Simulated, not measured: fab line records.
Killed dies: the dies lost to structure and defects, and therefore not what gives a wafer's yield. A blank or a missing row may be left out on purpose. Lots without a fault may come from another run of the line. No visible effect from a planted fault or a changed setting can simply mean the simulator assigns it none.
Which tool is to blame?	flow nand-harc	72 wafers from 24 lots sampled at 6 of the route's 1302 steps

## WHAT EACH GAUGE READ, for each wafer
NHARC_A_SLIT_OVL_MEAS_10. Usual: overlay-x-nm 0.3 nm, standard deviation 0.71; overlay-y-nm 0.2 nm, standard deviation 0.67.
lot	measured	on	overlay-x-nm (nm)	overlay-y-nm (nm)	flag
L074	day 19 17:58	overlay-01	-1.3 -0.6 -0.9	0.0 -0.2 0.0	
L076	day 20 10:19	overlay-02	-0.8 -0.6 -0.4	-0.6 0.3 0.3	
L075	day 20 11:12	overlay-01	0.7 0.0 0.8	0.0 -0.6 0.0	
L077	day 20 17:47	overlay-01	-0.3 -0.9 -0.5	0.7 0.5 0.9	
L078	day 21 06:58	overlay-02	0.9 1.3 1.2	-0.1 -0.1 0.5	
L080	day 22 01:28	overlay-02	1.1 0.8 0.1	0.4 0.0 0.1	
L079	day 22 00:59	overlay-01	1.0 0.7 0.8	-0.1 0.2 0.6	
L081	day 22 15:29	overlay-01	1.5 1.6 1.5	0.0 -0.7 -0.9	
L082	day 23 17:20	overlay-01	0.8 0.3 0.4	0.3 0.0 0.4	
L083	day 24 06:53	overlay-01	0.7 0.4 1.1	-0.9 -0.6 -0.3	
L086	day 24 10:17	overlay-01	0.7 0.2 0.4	1.2 0.5 0.4	
L085	day 24 07:03	overlay-02	-0.6 -0.8 0.0	0.1 0.0 0.2	
L084	day 24 16:33	overlay-01	0.0 0.2 -0.1	0.6 1.4 1.2	
L087	day 24 23:34	overlay-01	-0.5 -0.5 -0.8	1.5 2.0 1.8	
L088	day 25 20:43	overlay-01	0.0 -0.3 0.4	-0.4 0.5 0.1	
L091	day 26 09:34	overlay-02	1.1 2.0 1.0	-0.9 -1.0 -1.3	
L089	day 27 00:43	overlay-02	1.1 1.3 1.0	-0.1 -0.7 0.0	
L090	day 27 00:53	overlay-01	0.7 1.1 1.0	-0.4 -0.3 -0.1	
L092	day 27 04:04	overlay-02	-0.8 -0.2 -0.2	0.2 -0.6 -0.4	
L093	day 27 16:53	overlay-02	-0.3 -0.6 -0.3	-0.1 0.1 0.0	
L094	day 27 23:05	overlay-01	-0.2 -0.4 -0.2	-0.1 -0.1 -0.7	
L096	day 28 20:44	overlay-02	0.2 0.6 0.6	0.2 0.0 0.6	
L095	day 28 20:53	overlay-01	-0.4 -0.7 -0.5	1.8 1.8 1.1	
L097	day 29 11:08	overlay-02	0.4 0.7 0.9	1.5 1.0 0.7	

## EACH LOT AND THE TOOL THAT RAN IT (in order: tool; ch and the chambers of the sampled wafers; start)
lot	NHARC_A_STAIRCASE_DEP_301	NHARC_A_STAIRCASE_DEP_471	NHARC_A_STAIRCASE_CMP_472	NHARC_A_SGD_CUT_ETCH_15	NHARC_A_SGD_CUT_ETCHBACK_24
L074	pecvd-01 ch 0,2, day 17 09:00	pecvd-01 ch 1,2, day 19 04:46	cmp-04 ch 0,2, day 19 05:02	rie-diel-13 ch 1,3, day 19 12:33 or earlier	rie-diel-05 ch 0,2,3, day 19 12:33
L076	pecvd-01 ch 0,1, day 17 21:29	pecvd-02 ch 0,2, day 19 20:20	cmp-02 ch 0,3, day 19 20:34	rie-diel-09 ch 0,1, day 20 04:07 or earlier	rie-diel-09 ch 1,2,3, day 20 04:07
L075	pecvd-01 ch 0,2, day 17 23:19	pecvd-01 ch 0,2, day 19 20:22	cmp-01 ch 0,1, day 19 20:40	rie-diel-05 ch 1,3, day 20 04:17 or earlier	rie-diel-05 ch 0,3, day 20 04:17
L077	pecvd-01 ch 0,1,2, day 18 01:14	pecvd-02 ch 0,2, day 20 01:13	cmp-02 ch 0,1, day 20 01:30	rie-diel-13 ch 0,1, day 20 12:43 or earlier	rie-diel-09 ch 0,3, day 20 12:43
L078	pecvd-02 ch 0,1,2, day 18 14:41	pecvd-02 ch 0,2, day 20 17:35	cmp-04 ch 2,3, day 20 17:52	rie-diel-13 ch 0,3, day 21 01:48 or earlier	rie-diel-13 ch 1,2,3, day 21 01:48
L080	pecvd-02 ch 0,2, day 19 04:53	pecvd-01 ch 0,1,2, day 21 08:01	cmp-01 ch 0,2, day 21 08:17	rie-diel-13 ch 0,1,3, day 21 15:24 or earlier	rie-diel-13 ch 0,1,2, day 21 15:24
L079	pecvd-03 ch 0,1,2, day 19 06:40	pecvd-02 ch 0,1,2, day 21 07:18	cmp-02 ch 0,1,3, day 21 07:32	rie-diel-09 ch 0,1,2, day 21 15:24 or earlier	rie-diel-05 ch 0,1, day 21 15:24
L081	pecvd-01 ch 0,1,2, day 20 00:30	pecvd-02 ch 0,1,2, day 22 01:55	cmp-02 ch 1,2, day 22 02:09	rie-diel-13 ch 0,1,3, day 22 10:15 or earlier	rie-diel-05 ch 0,1,3, day 22 10:15
L082	pecvd-02 ch 0,2, day 20 19:01	pecvd-02 ch 0,1, day 23 01:28	cmp-01 ch 0,3, day 23 01:42	rie-diel-09 ch 0,2,3, day 23 12:10 or earlier	rie-diel-09 ch 1,2,3, day 23 12:10
L083	pecvd-03 ch 0,1,2, day 21 14:09	pecvd-03 ch 0,1,2, day 23 17:04	cmp-01 ch 0,1,3, day 23 17:20	rie-diel-05 ch 0,1,2, day 24 00:54 or earlier	rie-diel-09 ch 0,2,3, day 24 00:54
L086	pecvd-02 ch 0,1,2, day 21 16:00	pecvd-02 ch 0,1,2, day 23 17:49	cmp-04 ch 1,2, day 23 18:05	rie-diel-09 ch 0,2,3, day 24 01:04 or earlier	rie-diel-13 ch 0,2, day 24 01:04
L085	pecvd-02 ch 0,1,2, day 21 21:04	pecvd-01 ch 0,1, day 23 17:10	cmp-02 ch 0,1,3, day 23 17:29	rie-diel-13 ch 0,2,3, day 24 00:55 or earlier	rie-diel-05 ch 1,2,3, day 24 00:55
L084	pecvd-03 ch 0,1,2, day 22 02:02	pecvd-01 ch 0,1, day 23 23:07	cmp-02 ch 0,1, day 23 23:22	rie-diel-13 ch 0,1,3, day 24 09:45 or earlier	rie-diel-09 ch 0,3, day 24 09:45
L087	pecvd-01 ch 0,1, day 22 12:08	pecvd-01 ch 0,1,2, day 24 09:56	cmp-02 ch 1,3, day 24 10:11	rie-diel-13 ch 1,3, day 24 18:06 or earlier	rie-diel-05 ch 0,1, day 24 18:06
L088	pecvd-03 ch 0,1,2, day 23 04:51	pecvd-01 ch 0,2, day 25 05:22	cmp-01 ch 0,1,3, day 25 05:38	rie-diel-13 ch 0,3, day 25 13:44 or earlier	rie-diel-13 ch 0,2,3, day 25 13:44
L091	pecvd-03 ch 0,1, day 23 09:44	pecvd-01 ch 1,2, day 25 18:43	cmp-01 ch 0,3, day 25 18:58	rie-diel-13 ch 2,3, day 26 03:14 or earlier	rie-diel-13 ch 2,3, day 26 03:14
L089	pecvd-01 ch 0,2, day 23 22:50	pecvd-01 ch 0,1, day 26 06:02	cmp-02 ch 1,2,3, day 26 06:20	rie-diel-05 ch 0,1, day 26 13:41 or earlier	rie-diel-13 ch 0,2,3, day 26 13:41
L090	pecvd-01 ch 0,1, day 24 02:16	pecvd-03 ch 0,2, day 26 05:47	cmp-01 ch 2,3, day 26 06:07	rie-diel-13 ch 0,2,3, day 26 13:40 or earlier	rie-diel-09 ch 0,2,3, day 26 13:40
L092	pecvd-01 ch 0,2, day 24 02:28	pecvd-03 ch 0,2, day 26 09:40	cmp-04 ch 0,1, day 26 09:56	rie-diel-13 ch 0,3, day 26 17:46 or earlier	rie-diel-05 ch 0,1,3, day 26 17:46
L093	pecvd-01 ch 0,1,2, day 24 22:35	pecvd-02 ch 0,1,2, day 27 02:45	cmp-01 ch 0,1,2, day 27 03:01	rie-diel-13 ch 0,1,3, day 27 10:58 or earlier	rie-diel-13 ch 0,2,3, day 27 10:58
L094	pecvd-02 ch 0,2, day 25 06:22	pecvd-01 ch 1,2, day 27 10:07	cmp-04 ch 0,3, day 27 10:22	rie-diel-13 ch 0,3, day 27 17:48 or earlier	rie-diel-13 ch 0,2, day 27 17:48
L096	pecvd-03 ch 0,1, day 25 21:49	pecvd-03 ch 0,1, day 28 02:26	cmp-01 ch 1,2,3, day 28 02:46	rie-diel-13 ch 0,2, day 28 12:38 or earlier	rie-diel-09 ch 2,3, day 28 12:38
L095	pecvd-03 ch 0,2, day 25 23:42	pecvd-03 ch 0,2, day 28 03:42	cmp-04 ch 0,1,2, day 28 03:57	rie-diel-13 ch 0,2, day 28 12:40 or earlier	rie-diel-13 ch 1,2, day 28 12:40
L097	pecvd-02 ch 0,1, day 26 18:12	pecvd-01 ch 0,2, day 28 16:58	cmp-02 ch 0,1,3, day 28 17:14	rie-diel-05 ch 1,3, day 29 03:40 or earlier	rie-diel-05 ch 0,1,2, day 29 03:40
- NHARC_A_STAIRCASE_DEP_301: deposits SiON, target thk 30 nm.
- NHARC_A_STAIRCASE_DEP_471: deposits SiO2, target thk 100 nm.
- NHARC_A_STAIRCASE_CMP_472: polishes SiO2.
- NHARC_A_SGD_CUT_ETCH_15: etches the open film in CH3F/O2, target depth 75 nm, time 64.3 s.
- NHARC_A_SGD_CUT_ETCHBACK_24: etches the open film in CH3F/O2, target depth 50 nm, time 92.857 s.

## AS READ BY THE TOOLS THEMSELVES (means over the sampled wafers that have a number; for cases with no such wafer, the mark the record gives instead)
NHARC_A_STAIRCASE_DEP_301. Usual: heater-power-w reads 802 W (standard deviation 110).
lot	tool	heater-power-w (W)	flag
L074	pecvd-01	754	
L076	pecvd-01	880	
L075	pecvd-01	746	
L077	pecvd-01	794	
L078	pecvd-02	831	
L080	pecvd-02	738	
L079	pecvd-03	722	
L081	pecvd-01	815	
L082	pecvd-02	691	
L083	pecvd-03	791	
L086	pecvd-02	810	
L085	pecvd-02	790	
L084	pecvd-03	787	
L087	pecvd-01	907	
L088	pecvd-03	791	
L091	pecvd-03	807	
L089	pecvd-01	822	
L090	pecvd-01	823	
L092	pecvd-01	703	
L093	pecvd-01	861	
L094	pecvd-02	698	
L096	pecvd-03	839	
L095	pecvd-03	723	
L097	pecvd-02	860	

NHARC_A_STAIRCASE_DEP_471. Usual: heater-power-w 616 W, standard deviation 130; throttle-valve-pct 16.3 %, standard deviation 0.54.
lot	tool	heater-power-w (W)	throttle-valve-pct (%)	flag
L074	pecvd-01	684	16.6	
L076	pecvd-02	479	16.1	
L075	pecvd-01	578	16.7	
L077	pecvd-02	517	16.2	
L078	pecvd-02	559	16.2	
L080	pecvd-01	649	16.9	
L079	pecvd-02	645	16.4	
L081	pecvd-02	600	16.4	
L082	pecvd-02	749	16.6	
L083	pecvd-03	593	15.9	
L086	pecvd-02	675	16.5	
L085	pecvd-01	682	16.3	
L084	pecvd-01	638	16.5	
L087	pecvd-01	599	16.6	
L088	pecvd-01	518	16.2	
L091	pecvd-01	677	16.6	
L089	pecvd-01	672	16.6	
L090	pecvd-03	622	15.2	
L092	pecvd-03	629	15.2	
L093	pecvd-02	652	16.1	
L094	pecvd-01	672	16.7	
L096	pecvd-03	682	15.3	
L095	pecvd-03	466	15.6	
L097	pecvd-01	623	16.4	

NHARC_A_STAIRCASE_CMP_472. Usual: edge-zone-pressure-frac 1.000, standard deviation 0.0051; motor-current-A 11.9 A, standard deviation 0.98.
lot	tool	edge-zone-pressure-frac	motor-current-A (A)	flag
L074	cmp-04	1.001	12.9	
L076	cmp-02	1.001	11.7	
L075	cmp-01	0.998	11.0	
L077	cmp-02	1.000	11.8	
L078	cmp-04	0.998	11.7	
L080	cmp-01	1.002	11.7	
L079	cmp-02	1.004	11.4	
L081	cmp-02	1.005	12.1	
L082	cmp-01	1.001	11.3	
L083	cmp-01	1.001	11.5	
L086	cmp-04	1.011	11.8	
L085	cmp-02	1.000	11.9	
L084	cmp-02	1.003	11.9	
L087	cmp-02	1.007	11.6	
L088	cmp-01	1.005	11.4	
L091	cmp-01	1.001	11.7	
L089	cmp-02	1.002	12.1	
L090	cmp-01	1.004	12.5	
L092	cmp-04	0.999	13.6	
L093	cmp-01	1.001	11.5	
L094	cmp-04	0.998	12.5	
L096	cmp-01	1.000	11.9	
L095	cmp-04	0.998	12.2	
L097	cmp-02	0.994	11.8	

NHARC_A_SGD_CUT_ETCH_15. Usual: ch3f-flow-sccm 49.98 sccm, standard deviation 0.15; drypump-motor-current-A 5.9 A, standard deviation 0.4; oes-product-au 0.953 a.u., standard deviation 0.021; rf-vpp-V 264.5 V, standard deviation 1.5; showerhead-plenum-p-Torr 2.50 Torr, standard deviation 0.082; throttle-valve-pct 20.663 %, standard deviation 0.0091.
lot	tool	ch3f-flow-sccm (sccm)	drypump-motor-current-A (A)	oes-product-au (a.u.)	rf-vpp-V (V)	showerhead-plenum-p-Torr (Torr)	throttle-valve-pct (%)	flag
L074	rie-diel-13	50.10	5.9	0.948	263.7	2.41	20.669	
L076	rie-diel-09	50.08	6.1	0.932	263.0	2.46	20.666	
L075	rie-diel-05	49.87	5.2	0.956	265.0	2.52	20.666	
L077	rie-diel-13	49.94	6.1	0.956	263.8	2.41	20.664	
L078	rie-diel-13	50.05	5.8	0.932	264.6	2.49	20.667	
L080	rie-diel-13	50.14	5.9	0.960	263.3	2.45	20.662	
L079	rie-diel-09	50.23	6.0	0.975	265.9	2.50	20.662	
L081	rie-diel-13	50.01	5.9	0.957	263.0	2.45	20.661	
L082	rie-diel-09	50.04	6.0	0.921	264.7	2.53	20.664	
L083	rie-diel-05	50.02	5.6	0.960	265.0	2.52	20.657	
L086	rie-diel-09	49.81	6.0	0.964	265.2	2.53	20.668	
L085	rie-diel-13	50.08	6.0	0.956	264.1	2.53	20.665	
L084	rie-diel-13	49.85	5.9	0.924	265.0	2.45	20.659	
L087	rie-diel-13	49.88	5.9	0.967	263.4	2.41	20.668	
L088	rie-diel-13	50.11	5.8	0.953	263.8	2.48	20.655	
L091	rie-diel-13	49.97	6.0	0.954	264.9	2.57	20.656	
L089	rie-diel-05	49.85	5.3	0.979	264.4	2.48	20.658	
L090	rie-diel-13	49.89	6.0	0.958	264.9	2.53	20.664	
L092	rie-diel-13	49.87	5.8	0.975	263.6	2.48	20.666	
L093	rie-diel-13	49.97	5.9	0.920	264.2	2.45	20.665	
L094	rie-diel-13	49.81	6.0	0.975	264.9	2.49	20.659	
L096	rie-diel-13	50.10	6.2	0.928	265.0	2.57	20.665	
L095	rie-diel-13	49.85	6.2	0.970	264.7	2.53	20.665	
L097	rie-diel-05	49.99	5.3	0.929	265.3	2.53	20.662	

NHARC_A_SGD_CUT_ETCHBACK_24. Usual: ch3f-flow-sccm 50.01 sccm, standard deviation 0.17; drypump-motor-current-A 5.8 A, standard deviation 0.5; oes-product-au 0.96 a.u., standard deviation 0.034; rf-vpp-V 245.0 V, standard deviation 1.4; showerhead-plenum-p-Torr 2.51 Torr, standard deviation 0.079; throttle-valve-pct 20.663 %, standard deviation 0.0096.
lot	tool	ch3f-flow-sccm (sccm)	drypump-motor-current-A (A)	oes-product-au (a.u.)	rf-vpp-V (V)	showerhead-plenum-p-Torr (Torr)	throttle-valve-pct (%)	flag
L074	rie-diel-05	49.95	5.5	0.99	244.9	2.50	20.659	
L076	rie-diel-09	49.89	5.7	0.93	245.5	2.54	20.659	
L075	rie-diel-05	49.98	5.0	0.93	243.7	2.42	20.655	
L077	rie-diel-09	49.92	5.8	0.99	244.9	2.53	20.657	
L078	rie-diel-13	50.01	5.9	0.94	244.2	2.49	20.670	
L080	rie-diel-13	50.31	6.1	0.93	244.8	2.49	20.655	
L079	rie-diel-05	49.96	5.1	0.98	244.7	2.44	20.663	
L081	rie-diel-05	50.05	5.2	0.92	244.8	2.48	20.668	
L082	rie-diel-09	49.83	5.8	0.93	245.5	2.54	20.669	
L083	rie-diel-09	50.12	6.0	1.00	246.0	2.53	20.662	
L086	rie-diel-13	49.94	6.2	0.96	245.5	2.53	20.665	
L085	rie-diel-05	49.92	5.6	0.99	245.5	2.56	20.663	
L084	rie-diel-09	50.06	6.0	0.98	244.5	2.49	20.662	
L087	rie-diel-05	50.10	5.2	0.99	243.8	2.44	20.668	
L088	rie-diel-13	50.16	6.0	0.93	245.1	2.53	20.661	
L091	rie-diel-13	50.10	5.8	0.93	245.0	2.52	20.660	
L089	rie-diel-13	50.03	6.0	1.00	246.3	2.53	20.656	
L090	rie-diel-09	49.98	6.0	1.01	245.5	2.53	20.662	
L092	rie-diel-05	50.07	5.2	0.91	243.6	2.47	20.666	
L093	rie-diel-13	50.06	6.0	0.95	244.9	2.53	20.663	
L094	rie-diel-13	49.73	6.2	0.93	246.6	2.53	20.658	
L096	rie-diel-09	50.07	6.0	0.97	246.0	2.58	20.651	
L095	rie-diel-13	50.21	6.1	0.94	244.4	2.45	20.674	
L097	rie-diel-05	50.10	5.6	0.93	244.8	2.51	20.669	

## THE ANSWER, worked out from the rows above alone
Rule: a lot counts as off when the mean over its wafers that have a number is more than 3 standard deviations away from the usual mean. Also off: a lot with no number at a reading for which 4 or more lots have one. All remaining lots with rows at the step are treated as sound. Order of review: gauges by route order, followed by the tools' own readings, for which a lot's mean as printed above is used. The first step at which some lot is off is used, and at that step the reading that is off furthest; a lot without a number counts as furthest.
No lot is off at any reading shown: from this, nothing can be told.

## WHAT THE SIMULATOR HAD INSERTED
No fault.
